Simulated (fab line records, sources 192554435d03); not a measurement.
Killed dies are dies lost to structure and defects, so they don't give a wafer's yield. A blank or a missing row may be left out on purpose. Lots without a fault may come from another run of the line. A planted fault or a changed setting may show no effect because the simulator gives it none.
Chamber matching | flow n5_finfet | N5_BEOL_M0_SAQP_HM_OPEN_112 on rie_diel-02: 4 sister chambers
The step chemistry CHF3/O2, target SiO2, stops on a-Si, target depth 12 nm, time 13.5 s. 14 wafers are shown with their chamber, then 7 later ones without.

WAFERS WITH THEIR CHAMBER
wafer  | chamber | rf_vpp_V (V) | throttle_valve_pct (%) | showerhead_plenum_p_Torr (Torr)
L076.1 | 2       | 539          | 18.85                  | 2.34
L076.4 | 3       | 526          | 19.05                  | 2.46
L076.5 | 0       | 523          | 18.68                  | 2.49
L081.1 | 3       | 527          | 19.07                  | 2.45
L081.3 | 2       | 539          | 18.85                  | 2.34
L081.4 | 0       | 524          | 18.69                  | 2.48
L084.1 | 1       | 542          | 18.61                  | 2.55
L084.4 | 0       | 523          | 18.68                  | 2.48
L084.6 | 2       | 539          | 18.86                  | 2.34
L085.2 | 3       | 525          | 19.08                  | 2.45
L085.3 | 2       | 538          | 18.87                  | 2.34
L085.4 | 1       | 542          | 18.62                  | 2.55
L092.1 | 2       | 539          | 18.88                  | 2.33
L092.2 | 1       | 542          | 18.64                  | 2.54

SIGNATURES (means of the wafers above)
reading                  | chamber 0 | chamber 1 | chamber 2 | chamber 3 | scatter within a chamber
rf_vpp_V                 | 523.33    | 542.00    | 538.80    | 526.00    | 0.589
throttle_valve_pct       | 18.6833   | 18.6233   | 18.8620   | 19.0667   | 0.013
showerhead_plenum_p_Torr | 2.4833    | 2.5467    | 2.3380    | 2.4533    | 0.00529
Rule: a wafer's distance from a chamber is the root of the sum, over the readings, of the square of ((its reading less the chamber's mean) divided by the reading's scatter). The wafer belongs to the nearest chamber; if the next one is less than 2 further off, it can't be placed. The scatter: the root of (the sum of the squares of (reading less its chamber's mean) over the shown wafers, divided by (wafers less chambers)).

WAFERS WITHOUT THEIR CHAMBER
wafer  | rf_vpp_V (V) | throttle_valve_pct (%) | showerhead_plenum_p_Torr (Torr)
L092.6 | 525          | 19.08                  | 2.45
L095.2 | 540          | 18.91                  | 2.33
L095.5 | 539          | 18.90                  | 2.33
L095.6 | 526          | 19.11                  | 2.44
L097.2 | 538          | 18.90                  | 2.33
L097.3 | 526          | 19.10                  | 2.44
L097.6 | 541          | 18.64                  | 2.54

WHICH CHAMBER EACH WENT THROUGH
wafer  | from the rows above | in truth
L092.6 | 3                   | 3
L095.2 | 2                   | 2
L095.5 | 2                   | 2
L095.6 | 3                   | 3
L097.2 | 2                   | 2
L097.3 | 3                   | 3
L097.6 | 1                   | 1
Placed correctly: 7 of 7. Can't be placed from these rows: 0. Placed wrongly: 0.
